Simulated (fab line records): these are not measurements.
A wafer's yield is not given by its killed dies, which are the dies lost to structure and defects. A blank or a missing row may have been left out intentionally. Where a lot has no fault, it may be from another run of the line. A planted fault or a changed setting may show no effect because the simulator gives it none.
Which tool was responsible? ; flow n5 finfet ; 31 wafers from 11 lots sampled at 4 of the route's 1938 steps

## WHAT THE GAUGES SHOWED, per wafer
N5_BEOL_M14_INSPECT_30: inspects for defects (macro). Usual: raw defect count at 2.0, with a standard deviation of 1.4.
lot;measured;on;raw defect count;flag
L872;day 10 22:37;defect inspect-02;2 2 1;
L871;day 11 03:10;defect inspect-01;4 1 0;
L875;day 12 05:13;defect inspect-02;4 3 4;
L874;day 12 17:19;defect inspect-02;3 0;
L880;day 13 09:02;defect inspect-02;1 3;
L885;day 15 00:56;defect inspect-02;1 2 1;
L887;day 15 07:12;defect inspect-01;5 1 1;
L886;day 15 08:11;defect inspect-02;2 2 2;
L889;day 15 16:33;defect inspect-01;2 2 1;
L890;day 16 02:49;defect inspect-01;3 1 1;
L892;day 16 20:35;defect inspect-01;2 1 3;

## TOOL THAT RAN EACH LOT (tool first, then ch and the chambers of the sampled wafers, then the start)
lot;N5_BEOL_M13_ETCH_68;N5_BEOL_M13_SPUTTER_44;N5_BEOL_M14_ETCH_59
L872;rie diel-02 ch 2,3, day 10 17:46;pvd sputter-02, day 10 19:31;rie diel-06 ch 1,3, day 10 21:50
L871;rie diel-01 ch 1,3, day 10 23:02;pvd sputter-01, day 11 00:25;rie diel-06 ch 1,2,3, day 11 02:15
L875;rie diel-01 ch 1,2, day 12 00:58;pvd sputter-01, day 12 02:39;rie diel-03 ch 0,2, day 12 04:26
L874;rie diel-02 ch 0,3, day 12 09:07;pvd sputter-02, day 12 14:32;rie diel-06 ch 0,3, day 12 16:25
L880;rie diel-02 ch 0,2, day 13 04:50;pvd sputter-02, day 13 06:22;rie diel-06 ch 0, day 13 08:07
L885;rie diel-04 ch 0,1,3, day 14 18:00;pvd sputter-03, day 14 22:22;rie diel-03 ch 0,1,2, day 15 00:10
L887;rie diel-04 ch 1,2,3, day 15 01:44;pvd sputter-01, day 15 04:31;rie diel-03 ch 0,1, day 15 06:25
L886;rie diel-01 ch 1,2,3, day 15 04:11;pvd sputter-02, day 15 05:22;rie diel-05 ch 1,2,3, day 15 07:17
L889;rie diel-01 ch 1,2,3, day 15 08:58;pvd sputter-01, day 15 14:00;rie diel-03 ch 0,1,2, day 15 15:46
L890;rie diel-02 ch 0,1,3, day 15 15:30;pvd sputter-03, day 16 00:00;rie diel-05 ch 2,3, day 16 02:02
L892;rie diel-01 ch 0,1,2, day 16 15:06;pvd sputter-02, day 16 16:34;rie diel-06 ch 0,2,3, day 16 19:40
- N5_BEOL_M13_ETCH_68: etches SOC in N2/H2, time 355 s.
- N5_BEOL_M13_SPUTTER_44: material Ta, target thk 10 nm, time 16.13 s.
- N5_BEOL_M14_ETCH_59: etches BARC in N2/H2, target depth 89 nm, overetch 26.7 nm, time 67.9 s.

## WHAT THE TOOLS THEMSELVES READ (means of the sampled wafers that have a number; where no wafer has one, the mark that the record gives instead)
N5_BEOL_M13_ETCH_68. Usual: drypump motor current A 5.5 A, standard deviation 0.46; oes product au 0.80 a.u., standard deviation 0.097; rf vpp V 524.5 V, standard deviation 2.4; run length s 378.5 s, standard deviation 0.43; showerhead plenum p Torr 2.56 Torr, standard deviation 0.081; throttle valve pct 17.68 %, standard deviation 0.28.
lot;tool;drypump motor current A (A);oes product au (a.u.);rf vpp V (V);run length s (s);showerhead plenum p Torr (Torr);throttle valve pct (%);flag
L872;rie diel-02;5.1;0.75;521.4;378.3;2.51;17.81;
L871;rie diel-01;5.8;0.77;525.4;378.4;2.56;17.45;
L875;rie diel-01;5.6;0.77;521.9;378.2;2.52;17.77;
L874;rie diel-02;5.8;0.87;524.6;378.7;2.54;17.61;
L880;rie diel-02;5.8;0.78;524.1;378.8;2.56;17.56;
L885;rie diel-04;5.5;0.91;525.2;378.4;2.59;17.59;
L887;rie diel-04;5.3;0.89;527.7;378.7;2.66;17.64;
L886;rie diel-01;5.7;0.75;523.4;378.2;2.53;17.66;
L889;rie diel-01;5.7;0.74;523.6;378.1;2.53;17.65;
L890;rie diel-02;5.7;0.79;524.6;378.5;2.55;17.70;
L892;rie diel-01;5.6;0.77;524.2;378.2;2.55;17.71;

N5_BEOL_M13_SPUTTER_44. Usual: cathode dc power W 15000 W, standard deviation 2.6; throttle valve pct 30.4 %, standard deviation 1.
lot;tool;cathode dc power W (W);throttle valve pct (%);flag
L872;pvd sputter-02;15000;30.2;
L871;pvd sputter-01;14999;31.0;
L875;pvd sputter-01;15001;30.8;
L874;pvd sputter-02;15002;29.9;
L880;pvd sputter-02;15001;29.8;
L885;pvd sputter-03;15002;30.2;
L887;pvd sputter-01;15000;31.3;
L886;pvd sputter-02;15000;30.0;
L889;pvd sputter-01;15001;30.2;
L890;pvd sputter-03;15000;29.2;
L892;pvd sputter-02;14999;30.0;

N5_BEOL_M14_ETCH_59. Usual: drypump motor current A 5.7 A, standard deviation 0.42; oes product au 0.67 a.u., standard deviation 0.072; rf vpp V 523.5 V, standard deviation 2.8; run length s 91.3 s, standard deviation 0.46; showerhead plenum p Torr 2.53 Torr, standard deviation 0.096; throttle valve pct 17.80 %, standard deviation 0.19.
lot;tool;drypump motor current A (A);oes product au (a.u.);rf vpp V (V);run length s (s);showerhead plenum p Torr (Torr);throttle valve pct (%);flag
L872;rie diel-06;5.7;0.62;522.9;92.0;2.49;17.61;
L871;rie diel-06;5.8;0.67;523.6;91.8;2.55;17.64;
L875;rie diel-03;6.1;0.65;521.6;91.2;2.43;17.90;
L874;rie diel-06;5.8;0.62;523.2;105.9;2.50;17.76;OFF
L880;rie diel-06;5.0;0.66;526.0;119.4;2.59;17.70;OFF
L885;rie diel-03;5.9;0.65;521.3;91.3;2.48;17.99;
L887;rie diel-03;5.6;0.70;523.3;91.4;2.53;17.95;
L886;rie diel-05;5.4;0.62;523.1;90.9;2.52;17.90;
L889;rie diel-03;5.9;0.65;522.4;91.1;2.47;18.01;
L890;rie diel-05;5.3;0.66;523.1;91.0;2.51;17.89;
L892;rie diel-06;5.7;0.74;526.8;91.4;2.66;17.63;

## THE ANSWER, worked out from the rows above alone
Rule: take the mean of a lot's wafers that have a number; if it is more than 3 standard deviations from the usual mean, the lot is off. A lot without any number at a reading at which 4 lots or more have one is off too. The other lots that the step has rows for count as sound. Order of review: gauges by route order, followed by the tools' own readings, for which a lot's mean as printed above is used. At the first step where some lot is off, the reading lying furthest off is the one used; lots without a number count as furthest.
Off: L874, L880, at N5_BEOL_M14_ETCH_59 (run length s).
If a tool, at that step or one of the process steps before it, ran each lot that is off and ran no sound lot following the first of them, it fits. Of those tried, none fits.

## WHAT THE SIMULATOR PUT IN
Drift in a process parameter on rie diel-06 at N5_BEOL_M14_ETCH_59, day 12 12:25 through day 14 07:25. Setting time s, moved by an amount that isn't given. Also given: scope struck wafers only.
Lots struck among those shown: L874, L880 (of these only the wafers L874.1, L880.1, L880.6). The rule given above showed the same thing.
